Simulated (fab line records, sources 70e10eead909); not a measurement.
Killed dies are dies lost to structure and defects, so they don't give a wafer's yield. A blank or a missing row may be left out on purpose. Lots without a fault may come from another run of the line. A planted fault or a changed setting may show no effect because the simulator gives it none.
Which tool did it? | flow nand_harc | 10 lots, 30 wafers sampled, at 5 steps of a route of 1302

WHAT THE GAUGES READ, wafer by wafer
NHARC_END_SORT_01.
lot  | measured     | on        | defect_limited_yield (%)
L115 | day 30 18:03 | prober-01 | 78.4 95.0 92.6
L117 | day 32 19:52 | prober-01 | 90.3 77.4 91.0

WHICH TOOL RAN EACH LOT (tool, then ch and the chambers of the sampled wafers, then the start)
lot  | NHARC_P_BONDPAD_ETCH_37           | NHARC_A_BONDPAD_ETCH_34            | NHARC_THIN_TSV_DESCUM_14           | NHARC_THIN_TSV_ETCHBACK_48
L999 | rie_diel-05 ch 1,2,3, day 7 00:36 | rie_diel-07 ch 0,1, day 23 17:03   | rie_diel-10 ch 1,3, day 24 07:43   | rie_diel-13 ch 1,2,3, day 24 09:58
L100 | rie_diel-11 ch 0,3, day 7 02:04   | rie_diel-07 ch 1,3, day 23 14:09   | rie_diel-10 ch 1,3, day 24 01:55   | rie_diel-13 ch 0,1,3, day 24 04:08
L101 | rie_diel-11 ch 0,1,3, day 7 20:10 | rie_diel-07 ch 0,2,3, day 24 10:29 | rie_diel-13 ch 0,2,3, day 25 01:14 | rie_diel-13 ch 0,2,3, day 25 03:20
L104 | rie_diel-11 ch 0,1, day 8 22:13   | rie_diel-07 ch 0,2,3, day 25 17:26 | rie_diel-12 ch 1,2, day 26 09:14   | rie_diel-10 ch 0,1, day 26 11:20
L106 | rie_diel-08 ch 0,1,2, day 9 11:28 | rie_diel-01 ch 0,1, day 25 18:43   | rie_diel-13 ch 0,3, day 26 10:20   | rie_diel-12 ch 0,1,2, day 26 12:40
L107 | rie_diel-11 ch 0,2, day 10 03:06  | rie_diel-07 ch 1,2,3, day 26 04:01 | rie_diel-13 ch 0,1, day 26 21:50   | rie_diel-10 ch 1,2,3, day 26 23:55
L108 | rie_diel-11 ch 1,2, day 10 09:37  | rie_diel-02 ch 0,2, day 26 19:05   | rie_diel-12 ch 0,2,3, day 27 12:42 | rie_diel-13 ch 0,2, day 27 14:46
L115 | rie_diel-11 ch 0,2, day 13 09:37  | rie_diel-01 ch 0,1,2, day 29 12:17 | rie_diel-10 ch 0,1,2, day 30 03:43 | rie_diel-10 ch 1,2,3, day 30 05:48
L117 | rie_diel-11 ch 2,3, day 14 16:42  | rie_diel-07 ch 0,1,2, day 31 07:29 | rie_diel-13 ch 0,2, day 32 03:32   | rie_diel-12 ch 0,1,2, day 32 05:40
L122 | rie_diel-08 ch 2,3, day 16 00:23  | rie_diel-01 ch 0,1,2, day 32 02:52 | rie_diel-10 ch 0,3, day 32 19:25   | rie_diel-12 ch 0,2, day 32 21:51
- NHARC_P_BONDPAD_ETCH_37: etches the open film in N2/H2, target depth 60 nm, overetch 18 nm, time 65.91 s.
- NHARC_A_BONDPAD_ETCH_34: etches the open film in N2/H2, target depth 60 nm, overetch 18 nm, time 65.91 s.
- NHARC_THIN_TSV_DESCUM_14: chemistry O2, time 3 s.
- NHARC_THIN_TSV_ETCHBACK_48: etches the open film in C4F8/Ar, target depth 1028.5 nm, time 405.17 s.

THE ANSWER, worked out from the rows above alone
Rule: what is usual is taken from the lots themselves. Put in order of their means at a reading, lots are off if they are a third of the lots or fewer, leave a main group of 4 or more, and stand apart from it by a gap of 3 or more times the standard deviation of the main group's means; of several such gaps the widest counts. A main group whose means are all the same, to the digits that the tables above print for the reading, isn't used. A lot without any number at a reading at which 4 lots or more have one is off too. The other lots that the step has rows for count as sound.
No lot is off at any reading shown: from this, nothing can be told.

WHAT THE SIMULATOR HAD PUT IN
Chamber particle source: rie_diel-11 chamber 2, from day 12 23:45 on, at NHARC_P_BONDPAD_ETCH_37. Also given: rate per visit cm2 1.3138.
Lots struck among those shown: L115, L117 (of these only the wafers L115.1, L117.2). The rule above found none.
